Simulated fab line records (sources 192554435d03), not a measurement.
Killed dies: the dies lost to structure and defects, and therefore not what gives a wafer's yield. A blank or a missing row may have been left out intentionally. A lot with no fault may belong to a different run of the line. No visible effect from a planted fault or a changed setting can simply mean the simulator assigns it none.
Which tool was responsible? || flow n5-finfet || Sampling: 9 lots, 24 wafers, 8 of 1938 route steps

WHAT EACH GAUGE READ, for each wafer
N5_BEOL_M4_RC_MEAS_101.
{"lot": "L516", "measured": "day 8 08:42", "on": "prober-02", "DIBL_N (mV/V)": "33.6 35.6 36.6", "DIBL_P (mV/V)": "32.4 35.8 36.9", "IOFF_N (nA/um)": "0.118 0.147 0.173", "IOFF_P (nA/um)": "0.18 0.22 0.24", "ION_N (uA/um)": "668 680 691", "ION_P (uA/um)": "461 471 471", "SS_N (mV/dec)": "71.4 72.0 72.1", "SS_P (mV/dec)": "72.6 73.4 73.4", "VT_N (mV)": "257 251 248", "VT_P (mV)": "-248 -249 -249"}
{"lot": "L525", "measured": "day 10 11:20", "on": "prober-01", "DIBL_N (mV/V)": "36.3 37.4", "DIBL_P (mV/V)": "36.1 37.4", "IOFF_N (nA/um)": "0.173 0.209", "IOFF_P (nA/um)": "0.26 0.29", "ION_N (uA/um)": "686 695", "ION_P (uA/um)": "468 477", "SS_N (mV/dec)": "70.9 72.2", "SS_P (mV/dec)": "73.7 74.1", "VT_N (mV)": "246 245", "VT_P (mV)": "-244 -241"}
{"lot": "L526", "measured": "day 11 05:29", "on": "prober-01", "DIBL_N (mV/V)": "33.0 36.2 33.8", "DIBL_P (mV/V)": "32.4 35.5 33.0", "IOFF_N (nA/um)": "0.104 0.145 0.109", "IOFF_P (nA/um)": "0.15 0.18 0.15", "ION_N (uA/um)": "660 664 668", "ION_P (uA/um)": "446 456 453", "SS_N (mV/dec)": "70.9 71.4 71.1", "SS_P (mV/dec)": "72.5 73.0 72.2", "VT_N (mV)": "255 252 256", "VT_P (mV)": "-254 -253 -254"}
{"lot": "L528", "measured": "day 11 09:25", "on": "prober-02", "DIBL_N (mV/V)": "36.8 36.2 37.0", "DIBL_P (mV/V)": "35.6 35.5 36.4", "IOFF_N (nA/um)": "0.172 0.175 0.184", "IOFF_P (nA/um)": "0.18 0.20 0.19", "ION_N (uA/um)": "677 692 686", "ION_P (uA/um)": "454 470 452", "SS_N (mV/dec)": "71.0 70.5 71.6", "SS_P (mV/dec)": "73.2 73.2 74.3", "VT_N (mV)": "248 247 245", "VT_P (mV)": "-253 -252 -254"}
{"lot": "L529", "measured": "day 11 15:29", "on": "prober-01", "DIBL_N (mV/V)": "34.6 34.1 37.3", "DIBL_P (mV/V)": "33.0 32.4 36.1", "IOFF_N (nA/um)": "0.133 0.122 0.177", "IOFF_P (nA/um)": "0.17 0.16 0.21", "ION_N (uA/um)": "675 666 684", "ION_P (uA/um)": "462 459 467", "SS_N (mV/dec)": "70.8 71.0 71.5", "SS_P (mV/dec)": "72.3 72.4 74.1", "VT_N (mV)": "248 252 248", "VT_P (mV)": "-253 -255 -251"}
{"lot": "L532", "measured": "day 12 10:04", "on": "prober-01", "DIBL_N (mV/V)": "35.3 37.3", "DIBL_P (mV/V)": "36.4 39.1", "IOFF_N (nA/um)": "0.159 0.206", "IOFF_P (nA/um)": "0.21 0.26", "ION_N (uA/um)": "688 689", "ION_P (uA/um)": "463 468", "SS_N (mV/dec)": "72.2 72.0", "SS_P (mV/dec)": "73.5 74.1", "VT_N (mV)": "248 244", "VT_P (mV)": "-249 -247"}
{"lot": "L535", "measured": "day 13 12:38", "on": "prober-02", "DIBL_N (mV/V)": "35.6 34.5", "DIBL_P (mV/V)": "36.6 34.6", "IOFF_N (nA/um)": "0.159 0.131", "IOFF_P (nA/um)": "0.20 0.17", "ION_N (uA/um)": "674 664", "ION_P (uA/um)": "456 456", "SS_N (mV/dec)": "71.3 71.1", "SS_P (mV/dec)": "72.6 73.1", "VT_N (mV)": "247 252", "VT_P (mV)": "-252 -255"}
{"lot": "L536", "measured": "day 13 18:02", "on": "prober-02", "DIBL_N (mV/V)": "37.1 37.5 37.6", "DIBL_P (mV/V)": "37.1 37.7 37.6", "IOFF_N (nA/um)": "0.173 0.192 0.198", "IOFF_P (nA/um)": "0.30 0.32 0.31", "ION_N (uA/um)": "677 689 686", "ION_P (uA/um)": "479 481 473", "SS_N (mV/dec)": "71.4 72.1 72.0", "SS_P (mV/dec)": "73.3 73.7 74.3", "VT_N (mV)": "246 247 245", "VT_P (mV)": "-241 -242 -244"}
{"lot": "L537", "measured": "day 14 09:27", "on": "prober-01", "DIBL_N (mV/V)": "36.2 36.6 34.8", "DIBL_P (mV/V)": "36.8 36.4 36.0", "IOFF_N (nA/um)": "0.181 0.180 0.168", "IOFF_P (nA/um)": "0.23 0.23 0.23", "ION_N (uA/um)": "684 680 686", "ION_P (uA/um)": "469 468 473", "SS_N (mV/dec)": "71.1 70.9 71.5", "SS_P (mV/dec)": "73.3 72.5 73.6", "VT_N (mV)": "247 246 244", "VT_P (mV)": "-247 -248 -247"}

N5_BEOL_M14_THK_MEAS_50: measures by xrf.
{"lot": "L516", "measured": "day 11 12:59", "on": "film-metro-01", "M14_THK (nm)": "538 516 538"}
{"lot": "L525", "measured": "day 13 21:14", "on": "film-metro-02", "M14_THK (nm)": "537 541"}
{"lot": "L526", "measured": "day 14 15:52", "on": "film-metro-01", "M14_THK (nm)": "524 543 561"}
{"lot": "L528", "measured": "day 14 22:20", "on": "film-metro-02", "M14_THK (nm)": "- - -"}
{"lot": "L529", "measured": "day 15 02:29", "on": "film-metro-02", "M14_THK (nm)": "- - -"}
{"lot": "L532", "measured": "day 15 19:22", "on": "film-metro-02", "M14_THK (nm)": "546 563"}
{"lot": "L535", "measured": "day 16 19:26", "on": "film-metro-02", "M14_THK (nm)": "530 528"}
{"lot": "L536", "measured": "day 17 07:42", "on": "film-metro-01", "M14_THK (nm)": "536 527 530"}
{"lot": "L537", "measured": "day 17 08:11", "on": "film-metro-02", "M14_THK (nm)": "534 546 517"}

N5_BEOL_M14_RS_MEAS_54: a four-point-probe measurement.
{"lot": "L516", "measured": "day 11 13:06", "on": "film-metro-02", "M14_RS (ohm/sq)": "0.0331 0.0344 0.0329"}
{"lot": "L525", "measured": "day 13 21:22", "on": "film-metro-01", "M14_RS (ohm/sq)": "0.0330 0.0329"}
{"lot": "L526", "measured": "day 14 16:00", "on": "film-metro-01", "M14_RS (ohm/sq)": "0.0338 0.0328 0.0316"}
{"lot": "L528", "measured": "day 14 22:28", "on": "film-metro-01", "M14_RS (ohm/sq)": "33.312 33.016 32.700"}
{"lot": "L529", "measured": "day 15 02:37", "on": "film-metro-02", "M14_RS (ohm/sq)": "32.880 33.295 33.538"}
{"lot": "L532", "measured": "day 15 19:29", "on": "film-metro-01", "M14_RS (ohm/sq)": "0.0331 0.0320"}
{"lot": "L535", "measured": "day 16 19:34", "on": "film-metro-02", "M14_RS (ohm/sq)": "0.0330 0.0332"}
{"lot": "L536", "measured": "day 17 07:50", "on": "film-metro-02", "M14_RS (ohm/sq)": "0.0331 0.0337 0.0334"}
{"lot": "L537", "measured": "day 17 08:19", "on": "film-metro-01", "M14_RS (ohm/sq)": "0.0327 0.0319 0.0339"}

WHICH TOOL RAN EACH LOT (tool, then ch and the chambers of the sampled wafers, then the start)
{"lot": "L516", "N5_BEOL_M14_TRENCH_ETCH_34": "rie-diel-06 ch 0,1,3, day 11 10:46", "N5_BEOL_M14_PRE_CLEAN_42": "pvd-sputter-03, day 11 11:44", "N5_BEOL_M14_SPUTTER_45": "pvd-sputter-03, day 11 11:56", "N5_BEOL_M14_CMP_49": "cmp-03 ch 1,2,3, day 11 12:41", "N5_BEOL_M14_DEP_53": "pecvd-03 ch 0,1,2, day 11 13:02"}
{"lot": "L525", "N5_BEOL_M14_TRENCH_ETCH_34": "rie-diel-02 ch 0,1, day 13 18:38", "N5_BEOL_M14_PRE_CLEAN_42": "pvd-sputter-03, day 13 20:09", "N5_BEOL_M14_SPUTTER_45": "pvd-sputter-03, day 13 20:22", "N5_BEOL_M14_CMP_49": "cmp-03 ch 1,2, day 13 21:05", "N5_BEOL_M14_DEP_53": "pecvd-04 ch 0,1, day 13 21:19"}
{"lot": "L526", "N5_BEOL_M14_TRENCH_ETCH_34": "rie-diel-01 ch 0,2,3, day 14 12:51", "N5_BEOL_M14_PRE_CLEAN_42": "pvd-sputter-03, day 14 14:46", "N5_BEOL_M14_SPUTTER_45": "pvd-sputter-03, day 14 14:58", "N5_BEOL_M14_CMP_49": "cmp-02 ch 0,1,2, day 14 15:34", "N5_BEOL_M14_DEP_53": "pecvd-03 ch 1,2, day 14 15:56"}
{"lot": "L528", "N5_BEOL_M14_TRENCH_ETCH_34": "rie-diel-01 ch 0,1,3, day 14 18:13", "N5_BEOL_M14_PRE_CLEAN_42": "pvd-sputter-01, day 14 21:08", "N5_BEOL_M14_SPUTTER_45": "pvd-sputter-01, day 14 21:20", "N5_BEOL_M14_CMP_49": "cmp-03 ch 0,1, day 14 22:05", "N5_BEOL_M14_DEP_53": "pecvd-03 ch 0,1, day 14 22:24"}
{"lot": "L529", "N5_BEOL_M14_TRENCH_ETCH_34": "rie-diel-06 ch 2,3, day 15 00:17", "N5_BEOL_M14_PRE_CLEAN_42": "pvd-sputter-03, day 15 01:20", "N5_BEOL_M14_SPUTTER_45": "pvd-sputter-03, day 15 01:34", "N5_BEOL_M14_CMP_49": "cmp-03 ch 1,2,3, day 15 02:17", "N5_BEOL_M14_DEP_53": "pecvd-01 ch 0,1,2, day 15 02:33"}
{"lot": "L532", "N5_BEOL_M14_TRENCH_ETCH_34": "rie-diel-01 ch 0,2, day 15 15:45", "N5_BEOL_M14_PRE_CLEAN_42": "pvd-sputter-03, day 15 18:13", "N5_BEOL_M14_SPUTTER_45": "pvd-sputter-03, day 15 18:27", "N5_BEOL_M14_CMP_49": "cmp-03 ch 0, day 15 19:04", "N5_BEOL_M14_DEP_53": "pecvd-04 ch 0, day 15 19:25"}
{"lot": "L535", "N5_BEOL_M14_TRENCH_ETCH_34": "rie-diel-02 ch 0,2, day 16 15:02", "N5_BEOL_M14_PRE_CLEAN_42": "pvd-sputter-02, day 16 18:20", "N5_BEOL_M14_SPUTTER_45": "pvd-sputter-02, day 16 18:32", "N5_BEOL_M14_CMP_49": "cmp-03 ch 0,1, day 16 19:09", "N5_BEOL_M14_DEP_53": "pecvd-03 ch 0, day 16 19:30"}
{"lot": "L536", "N5_BEOL_M14_TRENCH_ETCH_34": "rie-diel-02 ch 0,2,3, day 17 04:36", "N5_BEOL_M14_PRE_CLEAN_42": "pvd-sputter-02, day 17 06:36", "N5_BEOL_M14_SPUTTER_45": "pvd-sputter-02, day 17 06:48", "N5_BEOL_M14_CMP_49": "cmp-03 ch 0,3, day 17 07:24", "N5_BEOL_M14_DEP_53": "pecvd-01 ch 0,1,2, day 17 07:46"}
{"lot": "L537", "N5_BEOL_M14_TRENCH_ETCH_34": "rie-diel-01 ch 0,1,3, day 17 04:44", "N5_BEOL_M14_PRE_CLEAN_42": "pvd-sputter-03, day 17 06:58", "N5_BEOL_M14_SPUTTER_45": "pvd-sputter-03, day 17 07:10", "N5_BEOL_M14_CMP_49": "cmp-01 ch 0,2, day 17 07:56", "N5_BEOL_M14_DEP_53": "pecvd-01 ch 0,2, day 17 08:15"}
- N5_BEOL_M14_TRENCH_ETCH_34: etches SiO2 in C4F8/O2/Ar, target depth 556.65 nm, time 126.9 s.
- N5_BEOL_M14_PRE_CLEAN_42: time 30 s.
- N5_BEOL_M14_SPUTTER_45: material Cu, target thk 100 nm, time 16.67 s.
- N5_BEOL_M14_CMP_49: polishes, stops on SiO2, t overpolish 5.2 s, target thk 560 nm.
- N5_BEOL_M14_DEP_53: deposits SiCN from 3MS/NH3, target thk 50 nm, time 17.8 s.

WHAT THE TOOLS THEMSELVES READ (means of the sampled wafers that have a number; where no wafer has one, the mark that the record gives instead)
N5_BEOL_M14_TRENCH_ETCH_34.
{"lot": "L516", "tool": "rie-diel-06", "bias-w (W)": 2040, "drypump-motor-current-A (A)": 5.7, "oes-product-au (a.u.)": 0.82, "rf-vpp-V (V)": 2244, "showerhead-plenum-p-Torr (Torr)": 3.50, "throttle-valve-pct (%)": 30.88}
{"lot": "L525", "tool": "rie-diel-02", "bias-w (W)": 2037, "drypump-motor-current-A (A)": 5.7, "oes-product-au (a.u.)": 0.80, "rf-vpp-V (V)": 2206, "showerhead-plenum-p-Torr (Torr)": 3.46, "throttle-valve-pct (%)": 30.63}
{"lot": "L526", "tool": "rie-diel-01", "bias-w (W)": 2039, "drypump-motor-current-A (A)": 6.1, "oes-product-au (a.u.)": 0.85, "rf-vpp-V (V)": 2218, "showerhead-plenum-p-Torr (Torr)": 3.44, "throttle-valve-pct (%)": 30.80}
{"lot": "L528", "tool": "rie-diel-01", "bias-w (W)": 2038, "drypump-motor-current-A (A)": 5.7, "oes-product-au (a.u.)": 0.88, "rf-vpp-V (V)": 2224, "showerhead-plenum-p-Torr (Torr)": 3.45, "throttle-valve-pct (%)": 30.85}
{"lot": "L529", "tool": "rie-diel-06", "bias-w (W)": 2048, "drypump-motor-current-A (A)": 5.2, "oes-product-au (a.u.)": 0.81, "rf-vpp-V (V)": 2257, "showerhead-plenum-p-Torr (Torr)": 3.59, "throttle-valve-pct (%)": 30.95}
{"lot": "L532", "tool": "rie-diel-01", "bias-w (W)": 2046, "drypump-motor-current-A (A)": 6.2, "oes-product-au (a.u.)": 0.86, "rf-vpp-V (V)": 2214, "showerhead-plenum-p-Torr (Torr)": 3.50, "throttle-valve-pct (%)": 30.80}
{"lot": "L535", "tool": "rie-diel-02", "bias-w (W)": 2043, "drypump-motor-current-A (A)": 5.8, "oes-product-au (a.u.)": 0.77, "rf-vpp-V (V)": 2196, "showerhead-plenum-p-Torr (Torr)": 3.53, "throttle-valve-pct (%)": 30.77}
{"lot": "L536", "tool": "rie-diel-02", "bias-w (W)": 2040, "drypump-motor-current-A (A)": 5.5, "oes-product-au (a.u.)": 0.75, "rf-vpp-V (V)": 2202, "showerhead-plenum-p-Torr (Torr)": 3.44, "throttle-valve-pct (%)": 30.82}
{"lot": "L537", "tool": "rie-diel-01", "bias-w (W)": 2037, "drypump-motor-current-A (A)": 5.7, "oes-product-au (a.u.)": 0.85, "rf-vpp-V (V)": 2221, "showerhead-plenum-p-Torr (Torr)": 3.44, "throttle-valve-pct (%)": 30.87}

N5_BEOL_M14_PRE_CLEAN_42.
{"lot": "L516", "tool": "pvd-sputter-03", "heater-power-w (W)": 456}
{"lot": "L525", "tool": "pvd-sputter-03", "heater-power-w (W)": 386}
{"lot": "L526", "tool": "pvd-sputter-03", "heater-power-w (W)": 414}
{"lot": "L528", "tool": "pvd-sputter-01", "heater-power-w (W)": 457}
{"lot": "L529", "tool": "pvd-sputter-03", "heater-power-w (W)": 462}
{"lot": "L532", "tool": "pvd-sputter-03", "heater-power-w (W)": 466}
{"lot": "L535", "tool": "pvd-sputter-02", "heater-power-w (W)": 458}
{"lot": "L536", "tool": "pvd-sputter-02", "heater-power-w (W)": 458}
{"lot": "L537", "tool": "pvd-sputter-03", "heater-power-w (W)": 407}

N5_BEOL_M14_SPUTTER_45.
{"lot": "L516", "tool": "pvd-sputter-03", "bias-v (V)": 59.9, "cathode-dc-power-W (W)": 26002, "throttle-valve-pct (%)": 30.8}
{"lot": "L525", "tool": "pvd-sputter-03", "bias-v (V)": 60.4, "cathode-dc-power-W (W)": 25998, "throttle-valve-pct (%)": 30.4}
{"lot": "L526", "tool": "pvd-sputter-03", "bias-v (V)": 59.4, "cathode-dc-power-W (W)": 26001, "throttle-valve-pct (%)": 29.7}
{"lot": "L528", "tool": "pvd-sputter-01", "bias-v (V)": "-", "cathode-dc-power-W (W)": "-", "throttle-valve-pct (%)": "-"}
{"lot": "L529", "tool": "pvd-sputter-03", "bias-v (V)": "-", "cathode-dc-power-W (W)": "-", "throttle-valve-pct (%)": "-"}
{"lot": "L532", "tool": "pvd-sputter-03", "bias-v (V)": 60.2, "cathode-dc-power-W (W)": 26000, "throttle-valve-pct (%)": 30.5}
{"lot": "L535", "tool": "pvd-sputter-02", "bias-v (V)": 60.0, "cathode-dc-power-W (W)": 26004, "throttle-valve-pct (%)": 29.9}
{"lot": "L536", "tool": "pvd-sputter-02", "bias-v (V)": 59.7, "cathode-dc-power-W (W)": 25999, "throttle-valve-pct (%)": 29.7}
{"lot": "L537", "tool": "pvd-sputter-03", "bias-v (V)": 60.2, "cathode-dc-power-W (W)": 26001, "throttle-valve-pct (%)": 30.0}

N5_BEOL_M14_CMP_49.
{"lot": "L516", "tool": "cmp-03", "motor-current-A (A)": 7.7, "time-to-endpoint-s (s)": 120}
{"lot": "L525", "tool": "cmp-03", "motor-current-A (A)": 7.4, "time-to-endpoint-s (s)": 124}
{"lot": "L526", "tool": "cmp-02", "motor-current-A (A)": 7.8, "time-to-endpoint-s (s)": 119}
{"lot": "L528", "tool": "cmp-03", "motor-current-A (A)": 7.3, "time-to-endpoint-s (s)": 1}
{"lot": "L529", "tool": "cmp-03", "motor-current-A (A)": 7.5, "time-to-endpoint-s (s)": 2}
{"lot": "L532", "tool": "cmp-03", "motor-current-A (A)": 7.9, "time-to-endpoint-s (s)": 122}
{"lot": "L535", "tool": "cmp-03", "motor-current-A (A)": 7.7, "time-to-endpoint-s (s)": 123}
{"lot": "L536", "tool": "cmp-03", "motor-current-A (A)": 7.7, "time-to-endpoint-s (s)": 123}
{"lot": "L537", "tool": "cmp-01", "motor-current-A (A)": 10.1, "time-to-endpoint-s (s)": 123}

N5_BEOL_M14_DEP_53.
{"lot": "L516", "tool": "pecvd-03", "chamber-pressure-Torr (Torr)": 3.003, "showerhead-plenum-p-Torr (Torr)": 4.167, "throttle-valve-pct (%)": 18.2}
{"lot": "L525", "tool": "pecvd-04", "chamber-pressure-Torr (Torr)": 3.002, "showerhead-plenum-p-Torr (Torr)": 4.149, "throttle-valve-pct (%)": 18.1}
{"lot": "L526", "tool": "pecvd-03", "chamber-pressure-Torr (Torr)": 3.013, "showerhead-plenum-p-Torr (Torr)": 4.173, "throttle-valve-pct (%)": 17.1}
{"lot": "L528", "tool": "pecvd-03", "chamber-pressure-Torr (Torr)": 3.002, "showerhead-plenum-p-Torr (Torr)": 4.174, "throttle-valve-pct (%)": 18.1}
{"lot": "L529", "tool": "pecvd-01", "chamber-pressure-Torr (Torr)": 2.997, "showerhead-plenum-p-Torr (Torr)": 4.182, "throttle-valve-pct (%)": 19.4}
{"lot": "L532", "tool": "pecvd-04", "chamber-pressure-Torr (Torr)": 3.001, "showerhead-plenum-p-Torr (Torr)": 4.169, "throttle-valve-pct (%)": 17.9}
{"lot": "L535", "tool": "pecvd-03", "chamber-pressure-Torr (Torr)": 3.000, "showerhead-plenum-p-Torr (Torr)": 4.146, "throttle-valve-pct (%)": 20.6}
{"lot": "L536", "tool": "pecvd-01", "chamber-pressure-Torr (Torr)": 2.999, "showerhead-plenum-p-Torr (Torr)": 4.188, "throttle-valve-pct (%)": 19.6}
{"lot": "L537", "tool": "pecvd-01", "chamber-pressure-Torr (Torr)": 3.003, "showerhead-plenum-p-Torr (Torr)": 4.205, "throttle-valve-pct (%)": 20.7}

THE ANSWER, worked out from the rows above alone
Rule: usual is defined by the lots themselves. Put in order of their means at a reading, lots are off if they are a third of the lots or fewer, leave a main group of 4 or more, and stand apart from it by a gap of 3 or more times the standard deviation of the main group's means; of several such gaps the widest counts. A main group is skipped when, at the precision printed for the reading in the tables above, its means are all equal. A lot without any number at a reading at which 4 lots or more have one is off too. The other lots that the step has rows for count as sound. The gauges are gone through in route order, then the tools' own readings, and for those a lot's mean is taken as printed above. At the first step where some lot is off, the reading lying furthest off is the one used; lots without a number count as furthest.
Off: L528, L529, seen at N5_BEOL_M14_THK_MEAS_50 (M14_THK). Without a number there: L528, L529. The main group: mean 537 nm, standard deviation 8.5.
A tool fits if, at a process step before that reading, it ran every lot that is off, and no sound lot after the first of them. Not tried: the gauges at N5_BEOL_M14_THK_MEAS_50; whatever is off there is also off at N5_BEOL_M14_SPUTTER_45, on other tools, and gauge error can't account for it. No candidate that was tried fits.

WHAT THE SIMULATOR HAD INSERTED
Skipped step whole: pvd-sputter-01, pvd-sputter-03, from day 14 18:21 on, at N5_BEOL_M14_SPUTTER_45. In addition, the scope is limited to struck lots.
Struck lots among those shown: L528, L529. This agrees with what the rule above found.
